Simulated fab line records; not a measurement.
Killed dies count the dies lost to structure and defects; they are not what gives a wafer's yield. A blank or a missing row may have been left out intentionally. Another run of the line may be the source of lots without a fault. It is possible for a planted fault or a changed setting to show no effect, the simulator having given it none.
Chamber matching | flow n5_finfet | N5_FIN_CUT_CUT_ETCH_28 on rie_si-04: 4 sister chambers
The step etches Si in HBr/Cl2/O2, target depth 6 nm, time 2.4 s. 8 wafers are shown with their chamber, then 11 later ones without.

## EACH WAFER AND ITS CHAMBER
wafer  | chamber | throttle_valve_pct (%) | drypump_motor_current_A (A)
L080.6 | 3       | 37.1                   | 5.6
L082.1 | 2       | 37.6                   | 5.1
L082.4 | 1       | 38.0                   | 5.9
L082.5 | 0       | 36.7                   | 5.9
L083.1 | 3       | 37.1                   | 5.6
L083.2 | 2       | 37.5                   | 5.1
L083.3 | 1       | 38.0                   | 5.9
L086.1 | 0       | 36.7                   | 6.0

## WAFERS WHOSE CHAMBER IS MISSING
wafer  | throttle_valve_pct (%) | drypump_motor_current_A (A)
L086.3 | 38.0                   | 5.9
L086.4 | 37.6                   | 5.1
L088.3 | 37.6                   | 5.1
L088.4 | 38.0                   | 5.9
L088.5 | 37.6                   | 5.1
L093.3 | 37.5                   | 5.1
L093.4 | 38.0                   | 5.9
L093.6 | 37.6                   | 5.1
L097.1 | 37.6                   | 5.1
L097.3 | 36.2                   | 5.6
L097.6 | 37.6                   | 5.1

## WHICH CHAMBER EACH ONE RAN IN
wafer  | from the rows above | in truth
L086.3 | 1                   | 1
L086.4 | 2                   | 2
L088.3 | 2                   | 2
L088.4 | 1                   | 1
L088.5 | 2                   | 2
L093.3 | 2                   | 2
L093.4 | 1                   | 1
L093.6 | 2                   | 2
L097.1 | 2                   | 2
L097.3 | 0                   | 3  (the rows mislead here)
L097.6 | 2                   | 2
10 of 11 placed correctly. Can't be placed from these rows: 0. Placed wrongly: 1.
How it was worked out, from the rows above alone: a wafer's distance from a chamber is the root of the sum, over the readings, of the square of ((its reading less the chamber's mean) divided by the reading's scatter). The wafer belongs to the nearest chamber; if the next one is less than 2 further off, it can't be placed. The mean given for a chamber averages the wafers shown for that chamber. The scatter: take each reading less its chamber's mean, square it, sum over the shown wafers, divide by the number of wafers less the number of chambers, and take the root.
